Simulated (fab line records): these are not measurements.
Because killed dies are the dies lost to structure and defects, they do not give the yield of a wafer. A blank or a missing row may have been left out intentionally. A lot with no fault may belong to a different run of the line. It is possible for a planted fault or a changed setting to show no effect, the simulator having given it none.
Which tool is to blame? ; flow n5Finfet ; 60 wafers from 20 lots sampled at 6 of the route's 1938 steps

## WHAT THE GAUGES SHOWED, per wafer
The record lacks any reading of a measuring or inspecting step that a usual standard deviation could be used to judge.

## EACH LOT AND THE TOOL THAT RAN IT (in order: tool; ch and the chambers of the sampled wafers; start)
lot;N5_BEOL_M9_DESCUM_33;N5_BEOL_M9_ETCH_76;N5_BEOL_M9_STRIP_36;N5_BEOL_M9_TRENCH_ETCH_37;N5_BEOL_M9_ANNEAL_51;N5_BEOL_M10_DESCUM_16
L074;rieDiel-01 ch 0,2,3, day 10 09:43;rieDiel-01 ch 0,2,3, day 10 09:45;rieDiel-01 ch 0,2,3, day 10 09:57;rieDiel-01 ch 0,2,3, day 10 12:17 or earlier;rtpAnneal-01 ch 0, day 10 12:17;rieDiel-05 ch 0,1,2, day 10 14:28
L076;rieDiel-06 ch 1,2, day 10 21:03;rieDiel-06 ch 1,2, day 10 21:05;rieDiel-06 ch 1,2, day 10 21:17;rieDiel-06 ch 1,2, day 10 23:19 or earlier;rtpAnneal-02 ch 0, day 10 23:19;rieDiel-04 ch 2,3, day 11 02:44
L075;rieDiel-01 ch 1,2, day 10 21:06;rieDiel-01 ch 1,2, day 10 21:08;rieDiel-01 ch 1,2, day 10 21:21;rieDiel-01 ch 1,2, day 10 23:28 or earlier;rtpAnneal-01 ch 0, day 10 23:28;rieDiel-02 ch 0,2,3, day 11 02:35
L079;rieDiel-01 ch 1,3, day 11 11:45;rieDiel-01 ch 1,3, day 11 11:47;rieDiel-01 ch 1,3, day 11 11:59;rieDiel-01 ch 1,3, day 11 14:02 or earlier;rtpAnneal-02 ch 0, day 11 14:02;rieDiel-02 ch 0,2, day 11 16:05
L077;rieDiel-03 ch 0,2,3, day 11 16:26;rieDiel-03 ch 0,2,3, day 11 16:28;rieDiel-03 ch 0,2,3, day 11 16:41;rieDiel-03 ch 0,2,3, day 11 19:16 or earlier;rtpAnneal-02 ch 0, day 11 19:16;rieDiel-04 ch 0,1, day 11 22:59
L078;rieDiel-06 ch 0,1,3, day 12 01:26;rieDiel-06 ch 0,1,3, day 12 01:28;rieDiel-06 ch 0,1,3, day 12 01:40;rieDiel-06 ch 0,1,3, day 12 04:17 or earlier;rtpAnneal-02 ch 0, day 12 04:17;rieDiel-04 ch 1,2,3, day 12 07:13
L082;rieDiel-01 ch 1,2, day 12 16:14;rieDiel-01 ch 1,2, day 12 16:16;rieDiel-01 ch 1,2, day 12 16:29;rieDiel-01 ch 1,2, day 12 21:53 or earlier;rtpAnneal-02 ch 0, day 12 21:53;rieDiel-02 ch 0,2,3, day 12 23:59
L081;rieDiel-01 ch 1,3, day 13 04:53;rieDiel-01 ch 1,3, day 13 04:55;rieDiel-01 ch 1,3, day 13 05:07;rieDiel-01 ch 1,3, day 13 07:32 or earlier;rtpAnneal-01 ch 0, day 13 07:32;rieDiel-05 ch 1,2,3, day 13 10:14
L084;rieDiel-03 ch 2,3, day 13 07:34;rieDiel-03 ch 2,3, day 13 07:36;rieDiel-03 ch 2,3, day 13 07:49;rieDiel-03 ch 2,3, day 13 09:29 or earlier;rtpAnneal-01 ch 0, day 13 09:29;rieDiel-04 ch 0,3, day 13 13:55
L086;rieDiel-03 ch 0,1, day 13 11:32;rieDiel-03 ch 0,1, day 13 11:34;rieDiel-03 ch 0,1, day 13 11:47;rieDiel-03 ch 0,1, day 13 13:45 or earlier;rtpAnneal-01 ch 0, day 13 13:45;rieDiel-04 ch 1,2, day 13 17:00
L085;rieDiel-03 ch 0,3, day 14 05:13;rieDiel-03 ch 0,3, day 14 05:16;rieDiel-03 ch 0,3, day 14 05:28;rieDiel-03 ch 0,3, day 14 07:24 or earlier;rtpAnneal-01 ch 0, day 14 07:24;rieDiel-04 ch 0,2,3, day 14 10:32
L083;rieDiel-06 ch 0,1, day 14 05:47;rieDiel-06 ch 0,1, day 14 05:49;rieDiel-06 ch 0,1, day 14 06:02;rieDiel-06 ch 0,1, day 14 08:29 or earlier;rtpAnneal-02 ch 0, day 14 08:29;rieDiel-05 ch 0,2,3, day 14 11:13
L088;rieDiel-03 ch 0,3, day 14 07:38;rieDiel-03 ch 0,3, day 14 07:40;rieDiel-03 ch 0,3, day 14 07:52;rieDiel-03 ch 0,3, day 14 11:55 or earlier;rtpAnneal-02 ch 0, day 14 11:55;rieDiel-05 ch 0,2, day 14 15:02
L089;rieDiel-03 ch 0,2,3, day 14 11:49;rieDiel-03 ch 0,2,3, day 14 11:52;rieDiel-03 ch 0,2,3, day 14 12:04;rieDiel-03 ch 0,2,3, day 14 14:32 or earlier;rtpAnneal-01 ch 0, day 14 14:32;rieDiel-05 ch 0,2,3, day 14 18:11
L090;rieDiel-06 ch 0,1,2, day 14 16:23;rieDiel-06 ch 0,1,2, day 14 16:25;rieDiel-06 ch 0,1,2, day 14 16:38;rieDiel-06 ch 0,1,2, day 14 19:50 or earlier;rtpAnneal-01 ch 0, day 14 19:50;rieDiel-02 ch 1,2,3, day 14 23:26
L092;rieDiel-01 ch 2,3, day 15 13:58;rieDiel-01 ch 2,3, day 15 14:00;rieDiel-01 ch 2,3, day 15 14:13;rieDiel-01 ch 2,3, day 15 18:00 or earlier;rtpAnneal-01 ch 0, day 15 18:00;rieDiel-04 ch 0,1, day 15 23:08
L094;rieDiel-06 ch 1,2,3, day 15 17:26;rieDiel-06 ch 1,2,3, day 15 17:28;rieDiel-06 ch 1,2,3, day 15 17:40;rieDiel-06 ch 1,2,3, day 15 19:52 or earlier;rtpAnneal-02 ch 0, day 15 19:52;rieDiel-02 ch 0,2, day 15 23:41
L095;rieDiel-03 ch 2,3, day 16 01:48;rieDiel-03 ch 2,3, day 16 01:50;rieDiel-03 ch 2,3, day 16 02:02;rieDiel-03 ch 2,3, day 16 03:49 or earlier;rtpAnneal-01 ch 0, day 16 03:49;rieDiel-02 ch 0,2,3, day 16 06:14
L096;rieDiel-06 ch 0,1,3, day 16 22:34;rieDiel-06 ch 0,1,3, day 16 22:36;rieDiel-06 ch 0,1,3, day 16 22:49;rieDiel-06 ch 0,1,3, day 17 00:33 or earlier;rtpAnneal-01 ch 0, day 17 00:33;rieDiel-04 ch 0,2,3, day 17 03:06
L097;rieDiel-06 ch 0,1,3, day 17 02:07;rieDiel-06 ch 0,1,3, day 17 02:09;rieDiel-06 ch 0,1,3, day 17 02:22;rieDiel-06 ch 0,1,3, day 17 05:10 or earlier;rtpAnneal-01 ch 0, day 17 05:10;rieDiel-05 ch 1,2,3, day 17 09:16
- N5_BEOL_M9_DESCUM_33: chemistry O2, time 7 s.
- N5_BEOL_M9_ETCH_76: etches underlayer in N2/H2, target depth 6.5 nm, time 5.2 s.
- N5_BEOL_M9_STRIP_36: strips in N2/H2.
- N5_BEOL_M9_TRENCH_ETCH_37: etches SiCOH lowk in C4F6/O2, target depth 151.43 nm, time 49 s.
- N5_BEOL_M9_ANNEAL_51: time 90 s.
- N5_BEOL_M10_DESCUM_16: chemistry O2, time 7.9 s.

## WHAT THE TOOLS THEMSELVES READ (means of the sampled wafers that have a number; where no wafer has one, the mark that the record gives instead)
N5_BEOL_M9_DESCUM_33.
lot;tool;drypumpMotorCurrentA (A);oesProductAu (a.u.);rfVppV (V);showerheadPlenumPTorr (Torr);throttleValvePct (%)
L074;rieDiel-01;5.48;0.75;243.0;2.07;20.44
L076;rieDiel-06;5.96;0.85;244.8;2.15;20.15
L075;rieDiel-01;5.64;0.71;242.9;2.10;20.58
L079;rieDiel-01;5.60;0.72;243.2;2.10;20.37
L077;rieDiel-03;5.53;0.71;243.0;2.07;20.67
L078;rieDiel-06;5.48;0.80;243.4;2.08;20.26
L082;rieDiel-01;5.65;0.69;243.1;2.09;20.60
L081;rieDiel-01;5.62;0.70;243.0;2.10;20.39
L084;rieDiel-03;5.42;0.80;243.3;2.07;20.78
L086;rieDiel-03;5.32;0.73;241.1;1.96;20.24
L085;rieDiel-03;5.61;0.78;242.5;2.06;20.35
L083;rieDiel-06;5.78;0.83;243.3;2.12;20.18
L088;rieDiel-03;5.66;0.86;242.7;2.06;20.38
L089;rieDiel-03;5.51;0.78;242.0;2.06;20.58
L090;rieDiel-06;5.79;0.80;244.2;2.14;20.20
L092;rieDiel-01;5.67;0.88;242.2;2.04;20.22
L094;rieDiel-06;5.66;0.84;244.7;2.17;20.17
L095;rieDiel-03;5.42;0.77;242.3;2.06;20.82
L096;rieDiel-06;5.51;0.86;243.9;2.15;20.19
L097;rieDiel-06;5.52;0.86;243.6;2.15;20.20

N5_BEOL_M9_ETCH_76.
lot;tool;drypumpMotorCurrentA (A);etchRfOnTimeS (s);oesProductAu (a.u.);rfVppV (V);showerheadPlenumPTorr (Torr);throttleValvePct (%)
L074;rieDiel-01;5.48;5.26;0.65;522.6;2.51;17.91
L076;rieDiel-06;5.96;5.11;0.71;525.4;2.61;17.69
L075;rieDiel-01;5.65;5.13;0.60;523.7;2.55;18.07
L079;rieDiel-01;5.61;5.15;0.62;524.4;2.56;17.92
L077;rieDiel-03;5.53;5.31;0.60;524.2;2.51;18.08
L078;rieDiel-06;5.50;5.14;0.69;522.7;2.52;17.75
L082;rieDiel-01;5.65;5.24;0.59;523.5;2.55;18.09
L081;rieDiel-01;5.63;5.21;0.60;524.8;2.55;17.93
L084;rieDiel-03;5.44;5.17;0.69;522.5;2.52;18.20
L086;rieDiel-03;5.33;5.19;0.62;519.0;2.38;17.60
L085;rieDiel-03;5.61;5.21;0.67;522.4;2.50;17.73
L083;rieDiel-06;5.82;5.11;0.71;524.8;2.57;17.66
L088;rieDiel-03;5.68;5.18;0.73;523.3;2.50;17.78
L089;rieDiel-03;5.52;5.17;0.67;523.9;2.51;17.96
L090;rieDiel-06;5.80;5.08;0.69;525.4;2.60;17.71
L092;rieDiel-01;5.69;5.21;0.75;522.1;2.48;17.74
L094;rieDiel-06;5.66;5.21;0.72;527.1;2.65;17.74
L095;rieDiel-03;5.41;5.25;0.65;522.5;2.51;18.23
L096;rieDiel-06;5.52;5.16;0.72;525.8;2.61;17.66
L097;rieDiel-06;5.51;5.11;0.72;525.0;2.61;17.66

N5_BEOL_M9_STRIP_36.
lot;tool;drypumpMotorCurrentA (A);oesProductAu (a.u.);rfVppV (V);showerheadPlenumPTorr (Torr);throttleValvePct (%)
L074;rieDiel-01;5.48;0.76;57.5;2.51;23.72
L076;rieDiel-06;5.97;0.84;60.4;2.61;23.65
L075;rieDiel-01;5.67;0.70;59.3;2.55;23.83
L079;rieDiel-01;5.62;0.71;59.7;2.56;23.70
L077;rieDiel-03;5.53;0.70;58.5;2.51;23.81
L078;rieDiel-06;5.50;0.81;58.6;2.52;23.55
L082;rieDiel-01;5.66;0.70;58.7;2.54;23.83
L081;rieDiel-01;5.62;0.71;59.7;2.55;23.71
L084;rieDiel-03;5.42;0.80;58.6;2.51;24.03
L086;rieDiel-03;5.34;0.72;58.9;2.38;23.23
L085;rieDiel-03;5.61;0.78;60.0;2.49;23.38
L083;rieDiel-06;5.80;0.84;58.7;2.57;23.51
L088;rieDiel-03;5.66;0.85;59.1;2.50;23.55
L089;rieDiel-03;5.54;0.78;58.5;2.50;23.71
L090;rieDiel-06;5.81;0.81;60.6;2.60;23.57
L092;rieDiel-01;5.68;0.88;59.2;2.48;23.60
L094;rieDiel-06;5.68;0.84;57.9;2.64;23.65
L095;rieDiel-03;5.44;0.77;59.7;2.50;24.06
L096;rieDiel-06;5.51;0.85;58.6;2.61;23.51
L097;rieDiel-06;5.50;0.86;59.9;2.61;23.50

N5_BEOL_M9_TRENCH_ETCH_37.
lot;tool;drypumpMotorCurrentA (A);oesProductAu (a.u.);rfVppV (V);showerheadPlenumPTorr (Torr);throttleValvePct (%)
L074;rieDiel-01;5.47;0.76;669;2.82;20.99
L076;rieDiel-06;5.97;0.84;669;2.92;20.65
L075;rieDiel-01;5.65;0.71;671;2.84;21.07
L079;rieDiel-01;5.61;0.72;665;2.86;20.87
L077;rieDiel-03;5.53;0.70;662;2.82;21.17
L078;rieDiel-06;5.51;0.81;669;2.82;20.75
L082;rieDiel-01;5.66;0.69;671;2.84;21.08
L081;rieDiel-01;5.61;0.71;664;2.86;20.90
L084;rieDiel-03;5.44;0.80;669;2.83;21.29
L086;rieDiel-03;5.32;0.73;656;2.69;20.80
L085;rieDiel-03;5.62;0.78;655;2.80;20.84
L083;rieDiel-06;5.82;0.84;668;2.88;20.69
L088;rieDiel-03;5.65;0.85;661;2.80;20.84
L089;rieDiel-03;5.52;0.77;663;2.81;21.07
L090;rieDiel-06;5.80;0.81;672;2.90;20.68
L092;rieDiel-01;5.68;0.88;669;2.78;20.78
L094;rieDiel-06;5.64;0.83;668;2.95;20.66
L095;rieDiel-03;5.43;0.76;670;2.81;21.33
L096;rieDiel-06;5.51;0.85;667;2.92;20.67
L097;rieDiel-06;5.51;0.84;668;2.92;20.68

N5_BEOL_M9_ANNEAL_51.
lot;tool;wafer_temp_C_max
L074;rtpAnneal-01;226.1
L076;rtpAnneal-02;226.6
L075;rtpAnneal-01;226.2
L079;rtpAnneal-02;226.4
L077;rtpAnneal-02;226.7
L078;rtpAnneal-02;226.4
L082;rtpAnneal-02;226.5
L081;rtpAnneal-01;226.2
L084;rtpAnneal-01;226.3
L086;rtpAnneal-01;226.0
L085;rtpAnneal-01;226.1
L083;rtpAnneal-02;226.2
L088;rtpAnneal-02;227.1
L089;rtpAnneal-01;226.2
L090;rtpAnneal-01;226.2
L092;rtpAnneal-01;226.3
L094;rtpAnneal-02;226.5
L095;rtpAnneal-01;225.9
L096;rtpAnneal-01;225.8
L097;rtpAnneal-01;226.2

N5_BEOL_M10_DESCUM_16.
lot;tool;drypumpMotorCurrentA (A);oesProductAu (a.u.);rfVppV (V);showerheadPlenumPTorr (Torr);throttleValvePct (%)
L074;rieDiel-05;5.6;0.79;243.0;2.10;20.37
L076;rieDiel-04;6.1;0.80;242.3;2.04;20.49
L075;rieDiel-02;5.8;0.84;243.9;2.14;20.22
L079;rieDiel-02;6.0;0.90;243.7;2.10;20.21
L077;rieDiel-04;6.3;0.79;244.4;2.14;20.27
L078;rieDiel-04;6.1;0.75;242.0;2.02;20.41
L082;rieDiel-02;5.9;0.80;243.5;2.13;20.24
L081;rieDiel-05;5.8;0.84;243.3;2.09;20.40
L084;rieDiel-04;6.1;0.74;244.3;2.11;20.38
L086;rieDiel-04;6.1;0.87;243.7;2.08;20.36
L085;rieDiel-04;6.2;0.77;242.6;2.09;20.44
L083;rieDiel-05;5.9;0.81;245.2;2.17;20.32
L088;rieDiel-05;5.6;0.75;243.3;2.18;20.32
L089;rieDiel-05;5.9;0.82;244.2;2.17;20.33
L090;rieDiel-02;5.9;0.78;243.7;2.12;20.32
L092;rieDiel-04;6.3;0.85;245.1;2.21;20.21
L094;rieDiel-02;6.0;0.85;243.5;2.09;20.25
L095;rieDiel-02;5.9;0.78;243.6;2.12;20.28
L096;rieDiel-04;6.2;0.83;242.9;2.08;20.35
L097;rieDiel-05;5.8;0.78;243.0;2.08;20.46

## THE ANSWER, worked out from the rows above alone
Rule: what is usual is taken from the lots themselves. The widest of any qualifying gaps counts: lots, ordered by their means at a reading, are off when they make up no more than a third of the lots, leave a main group of 4 or more, and stand apart from it by 3 or more times the standard deviation of that group's means. The tables above print the reading to a certain number of digits; a main group whose means all agree to those digits is not used. A lot without any number at a reading at which 4 lots or more have one is off too. The other lots that the step has rows for count as sound. After the gauges, taken in route order, come the tools' own readings; for these a lot's mean is taken, as printed above. The first step at which some lot is off is used, and at that step the reading that is off furthest; a lot without a number counts as furthest.
Nothing can be told from this: no lot is off at any reading shown.

## WHAT THE SIMULATOR HAD PUT IN
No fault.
